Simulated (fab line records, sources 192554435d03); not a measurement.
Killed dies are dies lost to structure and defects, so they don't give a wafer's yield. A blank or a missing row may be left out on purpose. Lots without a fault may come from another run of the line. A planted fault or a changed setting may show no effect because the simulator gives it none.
Which tool did it? | flow n5_finfet | 11 lots, 30 wafers sampled, at 5 steps of a route of 1938

WHAT THE GAUGES READ, wafer by wafer
The record holds no reading of a measuring or inspecting step that can be judged against a usual standard deviation.

WHICH TOOL RAN EACH LOT (tool, then ch and the chambers of the sampled wafers, then the start)
lot  | N5_GATE_CUT_ETCHBACK_00           | N5_MIM_BOT_ETCH_ETCH_00           | N5_MIM_BOT_ETCH_STRIP_01           | N5_PASSIVATION_AL_ETCH_33         | N5_PASSIVATION_PROBE_49
L964 | rie_metal-02 ch 0,1, day 5 01:47  | rie_metal-01 ch 1, day 13 07:05   | rie_diel-05 ch 0,1,2, day 13 07:14 | rie_metal-03 ch 0, day 13 12:44   | -
L965 | rie_metal-03 ch 0, day 5 11:22    | rie_metal-03 ch 0, day 13 08:38   | rie_diel-04 ch 0,1, day 13 08:54   | rie_metal-02 ch 0,1, day 13 13:59 | -
L966 | rie_metal-02 ch 0,1, day 5 16:36  | rie_metal-02 ch 0,1, day 13 12:46 | rie_diel-04 ch 0,3, day 13 12:56   | rie_metal-02 ch 0,1, day 13 16:34 | -
L968 | rie_metal-02 ch 0,1, day 6 02:19  | rie_metal-02 ch 0,1, day 13 06:55 | rie_diel-05 ch 1,2, day 13 07:03   | rie_metal-01 ch 0, day 13 13:15   | -
L970 | rie_metal-02 ch 0, day 6 16:52    | rie_metal-02 ch 1, day 14 11:13   | rie_diel-05 ch 1,2, day 14 11:20   | rie_metal-03 ch 0, day 14 15:02   | prober-02, day 14 20:35
L971 | rie_metal-02 ch 0,1, day 6 18:47  | rie_metal-01 ch 0, day 14 11:01   | rie_diel-06 ch 1,3, day 14 11:10   | rie_metal-02 ch 0,1, day 14 15:04 | prober-01, day 14 20:13
L972 | rie_metal-02 ch 0,1, day 7 02:34  | rie_metal-03 ch 0,1, day 14 21:34 | rie_diel-04 ch 0,1,2, day 14 21:59 | rie_metal-01 ch 0,1, day 15 02:37 | prober-02, day 15 07:23
L977 | rie_metal-03 ch 0,1, day 8 06:37  | rie_metal-02 ch 0,1, day 15 12:40 | rie_diel-04 ch 1,2,3, day 15 12:53 | rie_metal-01 ch 1, day 15 17:08   | -
L979 | rie_metal-01 ch 0,1, day 8 19:44  | rie_metal-03 ch 0,1, day 17 01:36 | rie_diel-04 ch 1,2,3, day 17 01:44 | rie_metal-03 ch 0,1, day 17 06:37 | -
L983 | rie_metal-01 ch 0,1, day 10 02:01 | rie_metal-02 ch 0,1, day 17 07:53 | rie_diel-04 ch 0,2,3, day 17 08:22 | rie_metal-01 ch 0,1, day 17 11:23 | -
L984 | rie_metal-02 ch 0,1, day 10 08:43 | rie_metal-03 ch 0,1, day 17 08:10 | rie_diel-04 ch 0,3, day 17 08:25   | rie_metal-02 ch 0,1, day 17 11:49 | -
- N5_GATE_CUT_ETCHBACK_00: etches W in SF6/Cl2.
- N5_MIM_BOT_ETCH_ETCH_00: etches TiN in Cl2/BCl3, target depth 45.5 nm.
- N5_MIM_BOT_ETCH_STRIP_01: strips in O2.
- N5_PASSIVATION_AL_ETCH_33: etches Al in Cl2/BCl3, stops on TaN, target depth 2800 nm, time 466.7 s.
- N5_PASSIVATION_PROBE_49

WHAT THE TOOLS THEMSELVES READ (means of the sampled wafers that have a number; where no wafer has one, the mark that the record gives instead)
N5_GATE_CUT_ETCHBACK_00. Usual: drypump_motor_current_A 5.9 A, standard deviation 0.44; oes_product_au 0.80 a.u., standard deviation 0.11; throttle_valve_pct 27.26 %, standard deviation 0.21.
lot  | tool         | drypump_motor_current_A (A) | oes_product_au (a.u.) | throttle_valve_pct (%) | flag
L964 | rie_metal-02 | 6.1                         | 0.89                  | 27.21                  |
L965 | rie_metal-03 | 5.3                         | 0.92                  | 27.05                  |
L966 | rie_metal-02 | 6.1                         | 0.88                  | 27.21                  |
L968 | rie_metal-02 | 6.3                         | 0.87                  | 27.13                  |
L970 | rie_metal-02 | 6.6                         | 0.85                  | 27.03                  |
L971 | rie_metal-02 | 6.1                         | 0.86                  | 27.23                  |
L972 | rie_metal-02 | 6.1                         | 0.85                  | 27.22                  |
L977 | rie_metal-03 | 5.5                         | 0.72                  | 27.43                  |
L979 | rie_metal-01 | 5.8                         | 0.82                  | 27.36                  |
L983 | rie_metal-01 | 5.7                         | 0.80                  | 27.36                  |
L984 | rie_metal-02 | 6.2                         | 0.82                  | 27.18                  |

N5_MIM_BOT_ETCH_ETCH_00. Usual: drypump_motor_current_A 5.9 A, standard deviation 0.45; oes_product_au 0.80 a.u., standard deviation 0.057; throttle_valve_pct 21.76 %, standard deviation 0.094.
lot  | tool         | drypump_motor_current_A (A) | oes_product_au (a.u.) | throttle_valve_pct (%) | flag
L964 | rie_metal-01 | 5.5                         | 0.88                  | 21.73                  |
L965 | rie_metal-03 | 5.3                         | 0.81                  | 21.71                  |
L966 | rie_metal-02 | 6.1                         | 0.79                  | 21.76                  |
L968 | rie_metal-02 | 6.1                         | 0.79                  | 21.77                  |
L970 | rie_metal-02 | 5.8                         | 0.78                  | 21.84                  |
L971 | rie_metal-01 | 5.9                         | 0.72                  | 21.76                  |
L972 | rie_metal-03 | 5.5                         | 0.91                  | 21.86                  |
L977 | rie_metal-02 | 6.1                         | 0.77                  | 21.79                  |
L979 | rie_metal-03 | 5.4                         | 0.82                  | 21.82                  |
L983 | rie_metal-02 | 6.3                         | 0.76                  | 21.73                  |
L984 | rie_metal-03 | 5.4                         | 0.84                  | 21.84                  |

N5_MIM_BOT_ETCH_STRIP_01. Usual: drypump_motor_current_A 5.7 A, standard deviation 0.58; oes_product_au 0.81 a.u., standard deviation 0.085; rf_vpp_V 3.8 V, standard deviation 1.5; showerhead_plenum_p_Torr 2.11 Torr, standard deviation 0.083; throttle_valve_pct 16.71 %, standard deviation 0.22.
lot  | tool        | drypump_motor_current_A (A) | oes_product_au (a.u.) | rf_vpp_V (V) | showerhead_plenum_p_Torr (Torr) | throttle_valve_pct (%) | flag
L964 | rie_diel-05 | 5.1                         | 0.87                  | 4.4          | 2.19                            | 16.59                  |
L965 | rie_diel-04 | 6.3                         | 0.80                  | 3.5          | 2.15                            | 16.82                  |
L966 | rie_diel-04 | 6.5                         | 0.72                  | 4.1          | 2.09                            | 16.79                  |
L968 | rie_diel-05 | 5.3                         | 0.82                  | 2.4          | 2.15                            | 16.49                  |
L970 | rie_diel-05 | 5.3                         | 0.81                  | 3.5          | 2.16                            | 16.55                  |
L971 | rie_diel-06 | 5.5                         | 0.83                  | 3.5          | 2.08                            | 16.66                  |
L972 | rie_diel-04 | 6.1                         | 0.79                  | 4.0          | 2.10                            | 16.76                  |
L977 | rie_diel-04 | 5.9                         | 0.80                  | 2.6          | 2.05                            | 16.84                  |
L979 | rie_diel-04 | 5.9                         | 0.79                  | 5.0          | 2.05                            | 16.90                  |
L983 | rie_diel-04 | 6.2                         | 0.85                  | 3.5          | 2.05                            | 16.66                  |
L984 | rie_diel-04 | 6.5                         | 0.84                  | 5.2          | 2.06                            | 16.66                  |

N5_PASSIVATION_AL_ETCH_33. Usual: drypump_motor_current_A 5.8 A, standard deviation 0.37; oes_product_au 0.73 a.u., standard deviation 0.062; throttle_valve_pct 34.08 %, standard deviation 0.23.
lot  | tool         | drypump_motor_current_A (A) | oes_product_au (a.u.) | throttle_valve_pct (%) | flag
L964 | rie_metal-03 | 5.3                         | 0.74                  | 33.86                  |
L965 | rie_metal-02 | 6.2                         | 0.72                  | 34.04                  |
L966 | rie_metal-02 | 6.1                         | 0.72                  | 34.14                  |
L968 | rie_metal-01 | 5.9                         | 0.65                  | 34.09                  |
L970 | rie_metal-03 | 5.3                         | 0.74                  | 33.83                  |
L971 | rie_metal-02 | 6.3                         | 0.72                  | 33.89                  |
L972 | rie_metal-01 | 5.6                         | 0.73                  | 34.17                  |
L977 | rie_metal-01 | 5.6                         | 0.76                  | 34.23                  |
L979 | rie_metal-03 | 5.5                         | 0.76                  | 34.01                  |
L983 | rie_metal-01 | 5.6                         | 0.70                  | 34.21                  |
L984 | rie_metal-02 | 6.2                         | 0.69                  | 34.05                  |

N5_PASSIVATION_PROBE_49. Usual: defect_limited_yield 91.4 %, standard deviation 1.5; killed_at_M0_to_M3 36, standard deviation 11; killed_at_M4_up 14, standard deviation 6; killed_at_contacts 11, standard deviation 6; killed_at_front_end 37, standard deviation 11; killed_at_other 4, standard deviation 3.4; killed_dies 102, standard deviation 18; killed_open 66, standard deviation 13; killed_short 34, standard deviation 7.8; sort_bin_4_leakage 0.00 %, standard deviation 0.017; sort_bin_5_function 5.0 %, standard deviation 0.97; sort_bin_6_memory 3.2 %, standard deviation 0.7; sort_bin_8_speed 0.0 %, standard deviation 0.38; sort_n_pass 1078, standard deviation 19; sort_yield_pct 91.3 %, standard deviation 1.6.
lot  | tool      | defect_limited_yield (%) | killed_at_M0_to_M3 | killed_at_M4_up | killed_at_contacts | killed_at_front_end | killed_at_other | killed_dies | killed_open | killed_short | sort_bin_4_leakage (%) | sort_bin_5_function (%) | sort_bin_6_memory (%) | sort_bin_8_speed (%) | sort_n_pass | sort_yield_pct (%) | flag
L970 | prober-02 | 80.9                     | 42                 | 10              | 7                  | 163                 | 4               | 226         | 57          | 22           | 0.00                   | 12.2                    | 3.8                   | 0.0                  | 954         | 80.9               | OFF
L971 | prober-01 | 85.7                     | 47                 | 10              | 6                  | 100                 | 6               | 168         | 85          | 36           | 0.03                   | 8.5                     | 4.4                   | 0.0                  | 1011        | 85.7               | OFF
L972 | prober-02 | 89.6                     | 28                 | 9               | 8                  | 76                  | 2               | 123         | 46          | 27           | 0.03                   | 6.1                     | 3.2                   | 0.0                  | 1057        | 89.6               | OFF

THE ANSWER, worked out from the rows above alone
Rule: a lot is off if the mean of its wafers that have a number lies more than 3 standard deviations from the usual mean. A lot without any number at a reading at which 4 lots or more have one is off too. The other lots that the step has rows for count as sound. The gauges are gone through in route order, then the tools' own readings, and for those a lot's mean is taken as printed above. The first step at which some lot is off is used, and at that step the reading that is off furthest; a lot without a number counts as furthest.
Off: L970, L971, L972, at N5_PASSIVATION_PROBE_49 (killed_at_front_end). Neither off nor sound, because the step has no rows for them: L964, L965, L966, L968, L977, L979, L983, L984.
A tool fits if, at that step or a process step before it, it ran every lot that is off, and no sound lot after the first of them. One fits: rie_metal-02 at N5_GATE_CUT_ETCHBACK_00. It ran no sound lot before its first lot that is off in this sample, so the start can't be narrowed down.

WHAT THE SIMULATOR HAD PUT IN
Chamber particle source: rie_metal-02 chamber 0, from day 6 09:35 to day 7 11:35, at N5_GATE_CUT_ETCHBACK_00. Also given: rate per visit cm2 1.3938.
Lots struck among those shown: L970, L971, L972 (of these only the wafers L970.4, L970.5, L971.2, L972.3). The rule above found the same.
